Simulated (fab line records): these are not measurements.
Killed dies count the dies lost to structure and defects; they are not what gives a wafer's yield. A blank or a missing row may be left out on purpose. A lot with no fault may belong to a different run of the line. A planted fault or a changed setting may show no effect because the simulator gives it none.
Comparing a struck lot with a sound one || flow n5Finfet || 14 steps out of a route of 1938
Sound: wafers L413.1, L413.2, L413.3. Wafers struck: L425.1, L425.5, L425.6. The cause comes at the end.
For every step that has rows: the tool of each side, followed by ch and its chambers, followed by its first start. Under that, the readings that differ: sound wafers || struck wafers || difference of the means || sigmas: that difference in standard deviations of wafers without a fault.
alike: words and numbers the same on both sides, and readings whose means are apart by under 2 such deviations; not compared: readings that were withheld, readings missing a value for some wafer, numbers with overlapping values and no deviation given by the record, and bounds like >300 which may hide the same value.
A row with sigmas, a row that says differs or no value, or rows on one side alone: a step with any of these is where the two part. When numbers do not overlap yet have no deviation, they are printed without sigmas and do not part them. A reading missing from all wafers of one side parts the sides only when that side holds two or more wafers.

N5_BEOL_M2_ILD_DEP_00: deposits SiOC from DEMS/O2, target thk 79 nm, time 15.3 s.
  sound on pecvd-03 ch 0,1,2, day 8 02:17; struck on pecvd-03 ch 0,2, day 11 07:20
  alike: heaterPowerW, showerheadPlenumPTorr, throttleValvePct
  not compared: sinceWetCleanH
N5_BEOL_M2_THK_MEAS_01:
  sound on filmMetro-01, day 8 02:21; struck on filmMetro-01, day 11 07:25
  alike: M2_ILD_THK
N5_BEOL_M2_PECVD_72: deposits SiO2 from TEOS/O2, target thk 16 nm, time 18 s.
  sound on pecvd-01 ch 0,2, day 8 02:23; struck on pecvd-03 ch 1,2, day 11 07:26
  alike: heaterPowerW, showerheadPlenumPTorr, throttleValvePct
  not compared: sinceWetCleanH
N5_BEOL_M2_HM_DEP_02: deposits TiN, target thk 20 nm.
  sound on pvdSputter-02, day 8 03:13; struck on pvdSputter-02, day 11 10:54
  alike: throttleValvePct
then, 8 steps without rows for these wafers: N5_BEOL_M2_COAT_61 (time 60 s, resist thk 60 nm); N5_BEOL_M2_COAT_62 (time 60 s, resist thk 12 nm); N5_BEOL_M2_COAT_73 (time 60 s, resist thk 5 nm); N5_BEOL_M2_COAT_05 (resist thk 30 nm); N5_BEOL_M2_EBR_07; N5_BEOL_M2_SOFTBAKE_06 (time 60 s); N5_BEOL_M2_EXPOSE_08 (exposes mask M2); N5_BEOL_M2_PEB_09 (peb time 60 s).
N5_BEOL_M2_DEVELOP_10: develop time 30 s.
  sound on lithoTrack-01 ch 0, day 8 03:40; struck on lithoTrack-03, day 11 11:22
  no value came back on the struck wafers for chillPlateTempC (C), developTimeS (s), exhaustPa (Pa); on the sound wafers chillPlateTempC (C) reads 22.98 22.90 23.10
{"reading": "model.CAR-EUV_of_BEOL_M2_COAT_05.thkNm (nm)", "sound": "29.8 29.8 29.6", "struck": "30.2 30.2 30.2", "difference": "+0.5", "sigmas": ""}
N5_BEOL_M2_CD_MEAS_11: target cd 16.79 nm.
  sound on cdSem-01 ch 0, day 8 03:44; struck on cdSem-02 ch 0, day 11 11:25
{"reading": "cdNm (nm)", "sound": "16.79 16.52 16.89", "struck": "- - -", "difference": "no value on the struck wafers", "sigmas": ""}

## WHERE THEY PART
Earliest at N5_BEOL_M2_DEVELOP_10; latest, in this record, at N5_BEOL_M2_CD_MEAS_11.

WHY: the cause the simulator had injected
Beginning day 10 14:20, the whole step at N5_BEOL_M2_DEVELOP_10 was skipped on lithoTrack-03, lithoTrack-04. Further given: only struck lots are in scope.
